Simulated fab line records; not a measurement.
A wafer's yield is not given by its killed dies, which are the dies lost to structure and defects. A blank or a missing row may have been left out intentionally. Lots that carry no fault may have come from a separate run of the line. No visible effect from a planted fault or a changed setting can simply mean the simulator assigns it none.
Which tool did it? || flow n5 finfet || 15 wafers from 6 lots sampled at 4 of the route's 1938 steps

## WHAT THE GAUGES READ, wafer by wafer
N5_BEOL_M15_CD_MEAS_28 targets a cd of 407.6 nm.
{"lot": "L191", "measured": "day 12 07:29", "on": "cd sem-01", "cd nm (nm)": "407.7 413.2"}
{"lot": "L193", "measured": "day 14 05:32", "on": "cd sem-02", "cd nm (nm)": "- - -"}
{"lot": "L204", "measured": "day 16 12:13", "on": "cd sem-01", "cd nm (nm)": "411.5 412.5"}
{"lot": "L209", "measured": "day 17 16:06", "on": "cd sem-03", "cd nm (nm)": "404.9 406.6"}
{"lot": "L210", "measured": "day 18 02:22", "on": "cd sem-02", "cd nm (nm)": "412.8 404.2 409.3"}
{"lot": "L212", "measured": "day 19 04:08", "on": "cd sem-01", "cd nm (nm)": "411.0 409.4 410.2"}

## TOOL THAT RAN EACH LOT (tool first, then ch and the chambers of the sampled wafers, then the start)
{"lot": "L191", "N5_BEOL_M15_ILD_DEP_00": "pecvd-01 ch 0,2, day 12 05:04", "N5_BEOL_M15_STRIP_64": "rie diel-01 ch 0,3, day 12 07:20 or earlier", "N5_BEOL_M15_EXPOSE_25": "krf scanner-01 ch 0, day 12 07:20"}
{"lot": "L193", "N5_BEOL_M15_ILD_DEP_00": "pecvd-03 ch 0,2, day 14 03:12", "N5_BEOL_M15_STRIP_64": "rie diel-05 ch 1,2,3, day 14 05:22 or earlier", "N5_BEOL_M15_EXPOSE_25": "krf scanner-01, day 14 05:22"}
{"lot": "L204", "N5_BEOL_M15_ILD_DEP_00": "pecvd-03 ch 0,2, day 16 09:55", "N5_BEOL_M15_STRIP_64": "rie diel-01 ch 1,3, day 16 12:02 or earlier", "N5_BEOL_M15_EXPOSE_25": "krf scanner-01 ch 0, day 16 12:02"}
{"lot": "L209", "N5_BEOL_M15_ILD_DEP_00": "pecvd-03 ch 0,2, day 17 13:58", "N5_BEOL_M15_STRIP_64": "rie diel-06 ch 2,3, day 17 15:56 or earlier", "N5_BEOL_M15_EXPOSE_25": "krf scanner-01 ch 0, day 17 15:56"}
{"lot": "L210", "N5_BEOL_M15_ILD_DEP_00": "pecvd-02 ch 0,1,2, day 18 00:14", "N5_BEOL_M15_STRIP_64": "rie diel-05 ch 2,3, day 18 02:12 or earlier", "N5_BEOL_M15_EXPOSE_25": "krf scanner-02 ch 0, day 18 02:12"}
{"lot": "L212", "N5_BEOL_M15_ILD_DEP_00": "pecvd-01 ch 1,2, day 19 01:56", "N5_BEOL_M15_STRIP_64": "rie diel-06 ch 0,1, day 19 03:58 or earlier", "N5_BEOL_M15_EXPOSE_25": "krf scanner-01 ch 0, day 19 03:58"}
- N5_BEOL_M15_ILD_DEP_00: deposits SiO2 from TEOS/O2, target thk 1629.3 nm, time 346.1 s.
- N5_BEOL_M15_STRIP_64: strips in O2.
- N5_BEOL_M15_EXPOSE_25: exposes mask M15, target cd 400 nm.

## THE ANSWER, worked out from the rows above alone
Rule: the lots themselves supply what counts as usual. Put in order of their means at a reading, lots are off if they are a third of the lots or fewer, leave a main group of 4 or more, and stand apart from it by a gap of 3 or more times the standard deviation of the main group's means; of several such gaps the widest counts. A main group is skipped when, at the precision printed for the reading in the tables above, its means are all equal. A lot without any number at a reading at which 4 lots or more have one is off too. The other lots that the step has rows for count as sound.
Off: L193, at N5_BEOL_M15_CD_MEAS_28 (cd nm). Without a number there: L193. The main group: mean 409.4 nm, standard deviation 2.1.
If a tool, at a process step before that reading, ran all the lots that are off and no sound lot after the first of them, it fits. The gauges at N5_BEOL_M15_CD_MEAS_28 are tried like those tools. Because N5_BEOL_M15_STRIP_64 lacks a start for some lots, the hours and order of its lots are taken from N5_BEOL_M15_EXPOSE_25. No candidate that was tried fits.

## WHAT HAD BEEN PUT IN BY THE SIMULATOR
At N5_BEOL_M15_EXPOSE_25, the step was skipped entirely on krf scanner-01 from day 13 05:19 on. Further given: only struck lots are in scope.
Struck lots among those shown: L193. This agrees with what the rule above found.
